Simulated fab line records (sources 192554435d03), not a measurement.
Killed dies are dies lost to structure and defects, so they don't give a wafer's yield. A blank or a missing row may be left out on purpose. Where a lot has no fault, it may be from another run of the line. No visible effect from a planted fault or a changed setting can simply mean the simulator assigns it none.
The tool behind it: which one? -- flow n5 finfet -- 14 lots with 42 wafers sampled at 3 steps, on a route of 1938 steps

## WHAT THE GAUGES READ, wafer by wafer
N5_BEOL_M12_CD_MEAS_10 targets a cd of 140 nm.
lot,measured,on,cd nm (nm)
L634,day 11 01:13,cd sem-03,138.9 140.0 140.7
L635,day 11 06:32,cd sem-01,138.8 139.7 140.2
L637,day 11 15:00,cd sem-02,142.7 142.7 141.9
L636,day 12 10:15,cd sem-02,- - -
L640,day 12 15:27,cd sem-03,- - -
L641,day 13 01:25,cd sem-03,140.0 138.7 139.3
L643,day 14 00:02,cd sem-03,140.0 141.9 139.4
L647,day 15 02:08,cd sem-01,139.4 138.9 140.9
L646,day 15 09:48,cd sem-03,141.9 140.7 140.0
L649,day 15 17:14,cd sem-03,140.1 139.4 139.0
L651,day 16 03:29,cd sem-02,137.9 137.7 139.8
L656,day 16 12:23,cd sem-03,138.1 136.5 140.1
L653,day 16 16:30,cd sem-03,142.0 141.4 142.1
L655,day 18 04:26,cd sem-02,142.4 140.4 138.5

## EACH LOT AND THE TOOL THAT RAN IT (in order: tool; ch and the chambers of the sampled wafers; start)
lot,N5_BEOL_M11_CMP_52,N5_BEOL_M12_DEVELOP_09
L634,"cmp-01 ch 2,3, day 11 00:19","litho track-03 ch 0, day 11 01:07"
L635,"cmp-03 ch 0,3, day 11 05:29","litho track-01 ch 0, day 11 06:25"
L637,"cmp-01 ch 0,2,3, day 11 14:04","litho track-01 ch 0, day 11 14:53"
L636,"cmp-01 ch 0,1,3, day 12 09:15","litho track-03, day 12 10:08"
L640,"cmp-01 ch 0,1,3, day 12 14:29","litho track-03, day 12 15:20"
L641,"cmp-04 ch 0,1,3, day 13 00:22","litho track-01 ch 0, day 13 01:19"
L643,"cmp-03 ch 0,1, day 13 23:02","litho track-03 ch 0, day 13 23:56"
L647,"cmp-03 ch 0,2, day 15 01:05","litho track-02 ch 0, day 15 02:01"
L646,"cmp-01 ch 0,1,3, day 15 08:45","litho track-01 ch 0, day 15 09:41"
L649,"cmp-01 ch 1,2,3, day 15 16:14","litho track-03 ch 0, day 15 17:08"
L651,"cmp-01 ch 1,2,3, day 16 02:31","litho track-03 ch 0, day 16 03:23"
L656,"cmp-01 ch 0,2,3, day 16 11:23","litho track-02 ch 0, day 16 12:17"
L653,"cmp-03 ch 0,2,3, day 16 15:35","litho track-03 ch 0, day 16 16:23"
L655,"cmp-04 ch 0,1,3, day 18 03:26","litho track-03 ch 0, day 18 04:19"
- N5_BEOL_M11_CMP_52: polishes, stops on SiCOH lowk, t overpolish 7 s, target thk 140 nm.
- N5_BEOL_M12_DEVELOP_09: develop time 45 s.

## AS READ BY THE TOOLS THEMSELVES (means over the sampled wafers that have a number; for cases with no such wafer, the mark the record gives instead)
N5_BEOL_M11_CMP_52.
lot,tool,barrier field endpoint s (s),motor current A (A),overpolish run s (s),platen rpm (rpm),time to endpoint s (s)
L634,cmp-01,28.5,5.9,7.003,50.01,67.9
L635,cmp-03,28.6,6.1,6.999,50.00,67.3
L637,cmp-01,28.4,6.1,6.996,50.02,65.8
L636,cmp-01,28.2,6.4,6.991,50.02,63.3
L640,cmp-01,28.6,6.1,7.001,49.96,66.6
L641,cmp-04,27.9,6.6,7.007,49.98,64.0
L643,cmp-03,28.6,5.9,7.005,49.99,67.5
L647,cmp-03,28.5,6.0,7.005,49.99,64.9
L646,cmp-01,29.0,6.3,6.996,50.02,67.1
L649,cmp-01,28.9,6.0,6.996,49.99,64.7
L651,cmp-01,28.9,6.3,7.001,50.00,65.3
L656,cmp-01,29.6,6.0,6.994,50.02,70.4
L653,cmp-03,28.8,6.1,7.003,50.00,66.1
L655,cmp-04,29.5,6.8,7.005,50.00,67.3

N5_BEOL_M12_DEVELOP_09.
lot,tool,chill plate temp C (C)
L634,litho track-03,22.98
L635,litho track-01,23.06
L637,litho track-01,23.04
L636,litho track-03,-
L640,litho track-03,-
L641,litho track-01,22.88
L643,litho track-03,23.04
L647,litho track-02,22.93
L646,litho track-01,23.00
L649,litho track-03,22.88
L651,litho track-03,23.03
L656,litho track-02,23.05
L653,litho track-03,23.08
L655,litho track-03,23.11

## THE ANSWER, worked out from the rows above alone
Rule: what is usual is taken from the lots themselves. The widest of any qualifying gaps counts: lots, ordered by their means at a reading, are off when they make up no more than a third of the lots, leave a main group of 4 or more, and stand apart from it by 3 or more times the standard deviation of that group's means. Not used: any main group whose means are identical at the precision the tables above print for the reading. Also off: a lot with no number at a reading for which 4 or more lots have one. Where the step has rows for the other lots, those lots are counted as sound. After the gauges, taken in route order, come the tools' own readings; for these a lot's mean is taken, as printed above. The first step at which some lot is off is used, and at that step the reading that is off furthest; a lot without a number counts as furthest.
Off: L636, L640, at N5_BEOL_M12_CD_MEAS_10 (cd nm). Without a number there: L636, L640. Main group: mean 140.1 nm, sd 1.2.
If a tool, at a process step before that reading, ran all the lots that are off and no sound lot after the first of them, it fits. The gauges at N5_BEOL_M12_CD_MEAS_10 aren't tried: what is off there is off at N5_BEOL_M12_DEVELOP_09 too, on other tools, and a gauge's error can't cause that. None of those tried fits.

## WHAT THE SIMULATOR PUT IN
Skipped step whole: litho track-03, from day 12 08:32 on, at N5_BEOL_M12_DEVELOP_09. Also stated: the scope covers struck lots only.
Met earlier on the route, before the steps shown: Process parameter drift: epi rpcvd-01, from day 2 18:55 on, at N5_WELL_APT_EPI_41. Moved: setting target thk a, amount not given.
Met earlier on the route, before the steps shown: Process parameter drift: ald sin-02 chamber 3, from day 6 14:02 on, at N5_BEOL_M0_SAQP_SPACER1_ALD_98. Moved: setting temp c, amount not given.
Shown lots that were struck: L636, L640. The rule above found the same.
